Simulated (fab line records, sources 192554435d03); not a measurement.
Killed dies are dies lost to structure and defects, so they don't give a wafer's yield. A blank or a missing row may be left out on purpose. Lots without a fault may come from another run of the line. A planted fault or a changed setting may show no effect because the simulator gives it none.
Chamber matching | flow n5_finfet | N5_STI_FIN_REVEAL_STRIP_24 on rie_diel-03: 4 sister chambers
The step strips in N2/H2, time 90 s. 4 wafers are shown with their chamber, then 7 later ones without.

WAFERS WITH THEIR CHAMBER
wafer  | chamber | drypump_motor_current_A (A)
L089.1 | 2       | 5.5
L093.2 | 1       | 6.5
L094.2 | 0       | 5.8
L094.3 | 3       | 6.4

WAFERS WITHOUT THEIR CHAMBER
wafer  | drypump_motor_current_A (A)
L094.4 | 6.5
L095.1 | 5.5
L095.3 | 5.8
L095.5 | 5.8
L096.1 | 6.4
L096.3 | 5.7
L096.5 | 5.5

WHICH CHAMBER EACH WENT THROUGH
wafer  | from the rows above | in truth
L094.4 | 1                   | 1
L095.1 | 2                   | 2
L095.3 | 0                   | 0
L095.5 | 0                   | 0
L096.1 | 3                   | 3
L096.3 | 0                   | 0
L096.5 | 2                   | 2
Placed correctly: 7 of 7. Can't be placed from these rows: 0. Placed wrongly: 0.
How it was worked out, from the rows above alone: a wafer's distance from a chamber is the root of the sum, over the readings, of the square of ((its reading less the chamber's mean) divided by the reading's scatter). The wafer belongs to the nearest chamber; if the next one is less than 2 further off, it can't be placed. A chamber's mean is the mean of its shown wafers. The scatter: with one shown wafer a chamber, the root of the mean of the squares of how far each hidden wafer lies from its nearest shown one.
